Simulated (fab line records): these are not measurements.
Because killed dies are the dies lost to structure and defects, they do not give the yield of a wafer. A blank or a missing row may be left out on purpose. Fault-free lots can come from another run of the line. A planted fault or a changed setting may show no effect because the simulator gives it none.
What tool caused it?    flow nand-harc    24 lots, 72 wafers sampled, at 6 steps of a route of 1159

## WHAT THE GAUGES READ, wafer by wafer
The record holds no reading of a measuring or inspecting step that can be judged against a usual standard deviation.

## TOOL THAT RAN EACH LOT (tool first, then ch and the chambers of the sampled wafers, then the start)
lot   NHARC_P_BONDPAD_STRIP_15            NHARC_A_CHANNEL_HOLE_D1_ETCH_21   NHARC_A_CHANNEL_HOLE_D1_ETCH_22   NHARC_A_CHANNEL_HOLE_D1_ETCH_25   NHARC_A_CHANNEL_FILL_D1_ALD_25    NHARC_A_CHANNEL_FILL_D1_CMP_10
L074  rie-diel-05 ch 0,3, day 6 01:16     har-etch-02 ch 0,1, day 7 19:16   har-etch-02 ch 0,1, day 7 19:44   har-etch-02 ch 0,1, day 7 21:53   ald-hk-03 ch 0,1,3, day 9 15:45   cmp-03 ch 0,1,3, day 10 00:44
L075  rie-diel-06 ch 0,1,3, day 6 19:13   har-etch-02 ch 0,1, day 8 18:02   har-etch-02 ch 0,1, day 8 18:29   har-etch-02 ch 0,1, day 8 20:32   ald-hk-03 ch 0,3, day 10 13:24    cmp-01 ch 2,3, day 11 00:10
L076  rie-diel-06 ch 1,2, day 6 20:11     har-etch-02 ch 0,1, day 8 22:17   har-etch-02 ch 0,1, day 8 22:45   har-etch-02 ch 0,1, day 9 00:51   ald-hk-04 ch 0,1,2, day 10 18:52  cmp-02 ch 1,2, day 11 04:56
L077  rie-diel-05 ch 0,1,2, day 6 21:15   har-etch-01 ch 1, day 8 18:44     har-etch-01 ch 1, day 8 19:10     har-etch-01 ch 1, day 8 21:11     ald-hk-04 ch 1,2, day 10 12:47    cmp-02 ch 0,1,2, day 11 00:13
L078  rie-diel-06 ch 0,2, day 7 18:53     har-etch-01 ch 0,1, day 9 14:28   har-etch-01 ch 0,1, day 9 14:55   har-etch-01 ch 0,1, day 9 16:57   ald-hk-04 ch 0,1,2, day 11 08:17  cmp-01 ch 1,2, day 11 19:38
L079  rie-diel-06 ch 1,2, day 7 19:38     har-etch-02 ch 0, day 9 15:19     har-etch-02 ch 0, day 9 15:45     har-etch-02 ch 0, day 9 17:47     ald-hk-01 ch 1,2, day 11 08:17    cmp-03 ch 0,1,3, day 11 19:38
L080  rie-diel-06 ch 0,3, day 8 05:35     har-etch-01 ch 1, day 10 02:07    har-etch-01 ch 1, day 10 02:35    har-etch-01 ch 1, day 10 04:40    ald-hk-01 ch 0,1,3, day 11 22:56  cmp-03 ch 0,2,3, day 12 09:11
L081  rie-diel-06 ch 0,1,3, day 8 10:18   har-etch-01 ch 0,1, day 10 09:34  har-etch-01 ch 0,1, day 10 10:00  har-etch-01 ch 0,1, day 10 12:02  ald-hk-03 ch 0,1,3, day 12 04:33  cmp-01 ch 0,2, day 12 15:24
L082  rie-diel-05 ch 0,1,2, day 8 16:41   har-etch-02 ch 0,1, day 10 13:42  har-etch-02 ch 0,1, day 10 14:08  har-etch-02 ch 0,1, day 10 16:08  ald-hk-04 ch 1,2,3, day 12 04:01  cmp-03 ch 0,1,2, day 12 15:23
L083  rie-diel-06 ch 1,3, day 8 17:16     har-etch-02 ch 0,1, day 10 09:31  har-etch-02 ch 0,1, day 10 09:57  har-etch-02 ch 0,1, day 10 12:00  ald-hk-01 ch 1,2,3, day 12 04:01  cmp-02 ch 0,1,3, day 12 15:24
L084  rie-diel-05 ch 0,1,2, day 8 22:37   har-etch-01 ch 0,1, day 10 22:41  har-etch-01 ch 0,1, day 10 23:08  har-etch-01 ch 0,1, day 11 01:10  ald-hk-01 ch 1,2,3, day 12 17:11  cmp-03 ch 1,2,3, day 13 08:18
L087  rie-diel-05 ch 0,2,3, day 9 13:04   har-etch-01 ch 0,1, day 11 11:25  har-etch-01 ch 0,1, day 11 11:50  har-etch-01 ch 0,1, day 11 13:53  ald-hk-01 ch 1,2, day 13 07:06    cmp-01 ch 0,2,3, day 13 23:15
L085  rie-diel-06 ch 0,1,3, day 9 14:02   har-etch-02 ch 0,1, day 11 11:51  har-etch-02 ch 0,1, day 11 12:18  har-etch-02 ch 0,1, day 11 14:20  ald-hk-04 ch 0,1,3, day 13 08:19  cmp-02 ch 0,3, day 13 18:21
L088  rie-diel-06 ch 0,1,2, day 9 17:05   har-etch-01 ch 0,1, day 11 15:34  har-etch-01 ch 0,1, day 11 16:01  har-etch-01 ch 0,1, day 11 18:03  ald-hk-03 ch 1,2,3, day 13 12:56  cmp-03 ch 0,2,3, day 13 23:20
L086  rie-diel-06 ch 0,1,2, day 10 00:43  har-etch-01 ch 0,1, day 12 01:11  har-etch-01 ch 0,1, day 12 01:40  har-etch-01 ch 0,1, day 12 04:41  ald-hk-04 ch 1,2, day 13 20:58    cmp-03 ch 1,2,3, day 14 07:40
L090  rie-diel-10 ch 0,1,3, day 10 11:56  har-etch-01 ch 0, day 12 07:10    har-etch-01 ch 0, day 12 07:36    har-etch-01 ch 0, day 12 09:38    ald-hk-01 ch 0,3, day 14 01:27    cmp-03 ch 0,1, day 14 13:01
L089  rie-diel-05 ch 1,2, day 10 12:26    har-etch-02 ch 0, day 12 09:01    har-etch-02 ch 0, day 12 09:28    har-etch-02 ch 0, day 12 11:29    ald-hk-03 ch 0,1,3, day 14 02:04  cmp-03 ch 1,2,3, day 14 12:55
L091  rie-diel-05 ch 0,1,2, day 10 19:21  har-etch-01 ch 0,1, day 12 16:32  har-etch-01 ch 0,1, day 12 16:58  har-etch-01 ch 0,1, day 12 19:00  ald-hk-03 ch 0,2,3, day 14 11:26  cmp-03 ch 1,2,3, day 14 22:09
L092  rie-diel-05 ch 1,2,3, day 10 20:20  har-etch-02 ch 0,1, day 12 19:41  har-etch-02 ch 0,1, day 12 20:08  har-etch-02 ch 0,1, day 12 22:10  ald-hk-01 ch 0,1,3, day 14 16:25  cmp-02 ch 0,1,3, day 15 03:38
L093  rie-diel-05 ch 1,2,3, day 10 20:55  har-etch-02 ch 0,1, day 12 15:32  har-etch-02 ch 0,1, day 12 15:58  har-etch-02 ch 0,1, day 12 18:01  ald-hk-01 ch 0,1,3, day 14 12:05  cmp-02 ch 1,2,3, day 14 22:09
L094  rie-diel-10 ch 1,3, day 11 09:32    har-etch-02 ch 0,1, day 13 04:41  har-etch-02 ch 0,1, day 13 05:08  har-etch-02 ch 0,1, day 13 07:08  ald-hk-01 ch 0,1,3, day 14 23:19  cmp-03 ch 1,3, day 15 10:52
L095  rie-diel-05 ch 0,1,3, day 11 11:16  har-etch-01 ch 0,1, day 13 04:26  har-etch-01 ch 0,1, day 13 04:53  har-etch-01 ch 0,1, day 13 06:59  ald-hk-04 ch 1,2, day 15 02:25    cmp-03 ch 2,3, day 15 13:16
L097  rie-diel-06 ch 0,2,3, day 11 18:48  har-etch-02 ch 0,1, day 13 17:20  har-etch-02 ch 0,1, day 13 17:47  har-etch-02 ch 0,1, day 13 19:49  ald-hk-03 ch 1,2, day 15 12:25    cmp-01 ch 2,3, day 15 23:50
L096  rie-diel-06 ch 1,2, day 11 19:27    har-etch-02 ch 0,1, day 13 21:30  har-etch-02 ch 0,1, day 13 21:56  har-etch-02 ch 0,1, day 13 23:58  ald-hk-04 ch 0,1,2, day 15 18:40  cmp-02 ch 2,3, day 16 04:53
- NHARC_P_BONDPAD_STRIP_15: strips in O2.
- NHARC_A_CHANNEL_HOLE_D1_ETCH_21: etches the open film in C4F8/O2/Ar, time 514.3 s, target depth 1600 nm.
- NHARC_A_CHANNEL_HOLE_D1_ETCH_22: etches the open film in C4F8/O2/Ar, time 666.7 s, target depth 1600 nm.
- NHARC_A_CHANNEL_HOLE_D1_ETCH_25: etches the open film in C4F8/O2/Ar, time 1040.2 s, target depth 1500 nm.
- NHARC_A_CHANNEL_FILL_D1_ALD_25: deposits SiOx, target thk 60 nm, pulse time 10 s, ald cycles 600.
- NHARC_A_CHANNEL_FILL_D1_CMP_10: polishes, target thk 150 nm.

## WHAT THE TOOLS THEMSELVES READ (means of the sampled wafers that have a number; where no wafer has one, the mark that the record gives instead)
NHARC_P_BONDPAD_STRIP_15. Usual: drypump-motor-current-A 5.6 A, standard deviation 0.39; oes-product-au 1.001 a.u., standard deviation 0.0072; rf-vpp-V 57.7 V, standard deviation 0.96; showerhead-plenum-p-Torr 3.49 Torr, standard deviation 0.13; throttle-valve-pct 17.035 %, standard deviation 0.011.
lot   tool         drypump-motor-current-A (A)  oes-product-au (a.u.)  rf-vpp-V (V)  showerhead-plenum-p-Torr (Torr)  throttle-valve-pct (%)  flag
L074  rie-diel-05  5.4                          1.005                  58.2          3.42                             17.040                  
L075  rie-diel-06  5.9                          0.991                  57.8          3.42                             17.030                  
L076  rie-diel-06  5.5                          0.999                  57.5          3.62                             17.035                  
L077  rie-diel-05  5.8                          0.996                  58.4          3.47                             17.032                  
L078  rie-diel-06  5.4                          0.994                  58.1          3.55                             17.026                  
L079  rie-diel-06  5.7                          0.997                  57.0          3.58                             17.039                  
L080  rie-diel-06  5.9                          1.004                  56.8          3.37                             17.041                  
L081  rie-diel-06  5.9                          0.999                  56.6          3.42                             17.033                  
L082  rie-diel-05  5.8                          0.996                  57.9          3.46                             17.032                  
L083  rie-diel-06  6.0                          1.002                  58.8          3.48                             17.033                  
L084  rie-diel-05  5.8                          1.003                  57.6          3.46                             17.041                  
L087  rie-diel-05  5.5                          1.003                  57.7          3.44                             17.035                  
L085  rie-diel-06  5.9                          1.003                  58.1          3.42                             17.042                  
L088  rie-diel-06  5.6                          0.998                  58.2          3.51                             17.035                  
L086  rie-diel-06  5.6                          1.000                  58.5          3.51                             17.031                  
L090  rie-diel-10  5.4                          1.010                  59.0          3.61                             17.039                  
L089  rie-diel-05  5.8                          0.996                  57.8          3.54                             17.041                  
L091  rie-diel-05  5.8                          0.998                  58.3          3.45                             17.037                  
L092  rie-diel-05  5.4                          0.999                  58.0          3.51                             17.035                  
L093  rie-diel-05  5.4                          1.001                  57.2          3.51                             17.040                  
L094  rie-diel-10  5.4                          1.003                  57.5          3.71                             17.032                  
L095  rie-diel-05  5.7                          1.003                  57.2          3.42                             17.036                  
L097  rie-diel-06  5.6                          1.005                  58.1          3.46                             17.034                  
L096  rie-diel-06  5.5                          1.003                  57.9          3.62                             17.044                  

NHARC_A_CHANNEL_HOLE_D1_ETCH_21. Usual: drypump-motor-current-A 5.3 A, standard deviation 0.45; showerhead-plenum-p-Torr 3.67 Torr, standard deviation 0.071; throttle-valve-pct 32.155 %, standard deviation 0.0094.
lot   tool         drypump-motor-current-A (A)  showerhead-plenum-p-Torr (Torr)  throttle-valve-pct (%)  flag
L074  har-etch-02  5.5                          3.75                             32.159                  
L075  har-etch-02  5.5                          3.75                             32.161                  
L076  har-etch-02  5.5                          3.75                             32.144                  
L077  har-etch-01  4.9                          3.58                             32.149                  
L078  har-etch-01  5.4                          3.65                             32.144                  
L079  har-etch-02  5.8                          3.77                             32.157                  
L080  har-etch-01  4.9                          3.57                             32.162                  
L081  har-etch-01  5.2                          3.61                             32.160                  
L082  har-etch-02  5.1                          3.70                             32.161                  
L083  har-etch-02  5.1                          3.71                             32.155                  
L084  har-etch-01  5.2                          3.60                             32.153                  
L087  har-etch-01  5.4                          3.64                             32.157                  
L085  har-etch-02  5.1                          3.70                             32.145                  
L088  har-etch-01  5.2                          3.60                             32.154                  
L086  har-etch-01  5.4                          3.63                             32.149                  
L090  har-etch-01  5.7                          3.66                             32.156                  
L089  har-etch-02  5.8                          3.76                             32.165                  
L091  har-etch-01  5.4                          3.62                             32.158                  
L092  har-etch-02  5.1                          3.69                             32.153                  
L093  har-etch-02  5.5                          3.73                             32.158                  
L094  har-etch-02  5.5                          3.72                             32.144                  
L095  har-etch-01  5.4                          3.62                             32.152                  
L097  har-etch-02  5.1                          3.68                             32.158                  
L096  har-etch-02  5.1                          3.68                             32.158                  

NHARC_A_CHANNEL_HOLE_D1_ETCH_22. Usual: drypump-motor-current-A 5.3 A, standard deviation 0.45; showerhead-plenum-p-Torr 3.67 Torr, standard deviation 0.071; throttle-valve-pct 32.154 %, standard deviation 0.0093.
lot   tool         drypump-motor-current-A (A)  showerhead-plenum-p-Torr (Torr)  throttle-valve-pct (%)  flag
L074  har-etch-02  5.5                          3.75                             32.149                  
L075  har-etch-02  5.5                          3.75                             32.152                  
L076  har-etch-02  5.5                          3.75                             32.151                  
L077  har-etch-01  4.9                          3.58                             32.151                  
L078  har-etch-01  5.4                          3.65                             32.148                  
L079  har-etch-02  5.8                          3.77                             32.150                  
L080  har-etch-01  4.9                          3.57                             32.155                  
L081  har-etch-01  5.2                          3.61                             32.159                  
L082  har-etch-02  5.1                          3.70                             32.159                  
L083  har-etch-02  5.1                          3.71                             32.163                  
L084  har-etch-01  5.2                          3.60                             32.167                  
L087  har-etch-01  5.4                          3.63                             32.146                  
L085  har-etch-02  5.1                          3.70                             32.144                  
L088  har-etch-01  5.2                          3.60                             32.156                  
L086  har-etch-01  5.4                          3.63                             32.153                  
L090  har-etch-01  5.7                          3.66                             32.158                  
L089  har-etch-02  5.8                          3.76                             32.153                  
L091  har-etch-01  5.4                          3.62                             32.156                  
L092  har-etch-02  5.1                          3.69                             32.148                  
L093  har-etch-02  5.5                          3.73                             32.152                  
L094  har-etch-02  5.5                          3.72                             32.146                  
L095  har-etch-01  5.4                          3.62                             32.147                  
L097  har-etch-02  5.1                          3.68                             32.153                  
L096  har-etch-02  5.1                          3.68                             32.159                  

NHARC_A_CHANNEL_HOLE_D1_ETCH_25. Usual: drypump-motor-current-A 5.3 A, standard deviation 0.45; showerhead-plenum-p-Torr 3.67 Torr, standard deviation 0.071; throttle-valve-pct 32.236 %, standard deviation 0.0078.
lot   tool         drypump-motor-current-A (A)  showerhead-plenum-p-Torr (Torr)  throttle-valve-pct (%)  flag
L074  har-etch-02  5.5                          3.75                             32.237                  
L075  har-etch-02  5.5                          3.74                             32.236                  
L076  har-etch-02  5.5                          3.74                             32.232                  
L077  har-etch-01  4.9                          3.57                             32.243                  
L078  har-etch-01  5.4                          3.64                             32.233                  
L079  har-etch-02  5.8                          3.77                             32.239                  
L080  har-etch-01  4.9                          3.57                             32.235                  
L081  har-etch-01  5.1                          3.60                             32.238                  
L082  har-etch-02  5.1                          3.70                             32.233                  
L083  har-etch-02  5.1                          3.70                             32.252                  
L084  har-etch-01  5.2                          3.59                             32.238                  
L087  har-etch-01  5.4                          3.63                             32.238                  
L085  har-etch-02  5.1                          3.69                             32.238                  
L088  har-etch-01  5.2                          3.59                             32.241                  
L086  har-etch-01  5.4                          3.63                             32.234                  
L090  har-etch-01  5.7                          3.66                             32.239                  
L089  har-etch-02  5.8                          3.75                             32.242                  
L091  har-etch-01  5.4                          3.62                             32.236                  
L092  har-etch-02  5.1                          3.68                             32.226                  
L093  har-etch-02  5.5                          3.72                             32.233                  
L094  har-etch-02  5.5                          3.72                             32.235                  
L095  har-etch-01  5.4                          3.62                             32.241                  
L097  har-etch-02  5.1                          3.68                             32.243                  
L096  har-etch-02  5.1                          3.68                             32.236                  

NHARC_A_CHANNEL_FILL_D1_ALD_25. Usual: heater-power-w 460 W, standard deviation 51; precursor-pulse-height-rel 1.001, standard deviation 0.019.
lot   tool       heater-power-w (W)  precursor-pulse-height-rel  flag
L074  ald-hk-03  405                 1.016                       
L075  ald-hk-03  415                 1.005                       
L076  ald-hk-04  451                 1.001                       
L077  ald-hk-04  451                 1.016                       
L078  ald-hk-04  451                 1.014                       
L079  ald-hk-01  533                 1.000                       
L080  ald-hk-01  470                 1.030                       
L081  ald-hk-03  413                 1.005                       
L082  ald-hk-04  446                 0.991                       
L083  ald-hk-01  483                 0.998                       
L084  ald-hk-01  489                 0.994                       
L087  ald-hk-01  511                 0.985                       
L085  ald-hk-04  454                 1.014                       
L088  ald-hk-03  469                 0.997                       
L086  ald-hk-04  451                 0.999                       
L090  ald-hk-01  477                 0.997                       
L089  ald-hk-03  409                 1.012                       
L091  ald-hk-03  426                 0.983                       
L092  ald-hk-01  466                 1.002                       
L093  ald-hk-01  464                 1.003                       
L094  ald-hk-01  468                 0.999                       
L095  ald-hk-04  451                 0.988                       
L097  ald-hk-03  457                 0.994                       
L096  ald-hk-04  453                 1.004                       

NHARC_A_CHANNEL_FILL_D1_CMP_10. Usual: motor-current-A 12.4 A, standard deviation 1.2; time-to-endpoint-s 15.7 s, standard deviation 2.2.
lot   tool    motor-current-A (A)  time-to-endpoint-s (s)  flag
L074  cmp-03  12.8                 12.1                    
L075  cmp-01  11.4                 17.8                    
L076  cmp-02  12.6                 14.4                    
L077  cmp-02  12.0                 13.8                    
L078  cmp-01  11.0                 14.5                    
L079  cmp-03  12.8                 18.7                    
L080  cmp-03  12.3                 15.7                    
L081  cmp-01  12.9                 16.8                    
L082  cmp-03  12.7                 15.1                    
L083  cmp-02  12.8                 13.9                    
L084  cmp-03  13.2                 17.0                    
L087  cmp-01  12.1                 15.3                    
L085  cmp-02  12.6                 13.8                    
L088  cmp-03  12.5                 15.6                    
L086  cmp-03  13.3                 14.0                    
L090  cmp-03  13.3                 13.0                    
L089  cmp-03  13.1                 15.8                    
L091  cmp-03  13.0                 14.9                    
L092  cmp-02  12.8                 20.8                    
L093  cmp-02  12.8                 17.1                    
L094  cmp-03  13.5                 18.2                    
L095  cmp-03  12.6                 15.4                    
L097  cmp-01  11.1                 13.1                    
L096  cmp-02  11.8                 17.6                    

## THE ANSWER, worked out from the rows above alone
Rule: a lot is off if the mean of its wafers that have a number lies more than 3 standard deviations from the usual mean. Also off: a lot with no number at a reading for which 4 or more lots have one. The other lots that the step has rows for count as sound. The gauges are gone through in route order, then the tools' own readings, and for those a lot's mean is taken as printed above. The first step at which some lot is off is used, and at that step the reading that is off furthest; a lot without a number counts as furthest.
None of the lots is off at any reading shown; this tells nothing.

## WHAT THE SIMULATOR PUT IN
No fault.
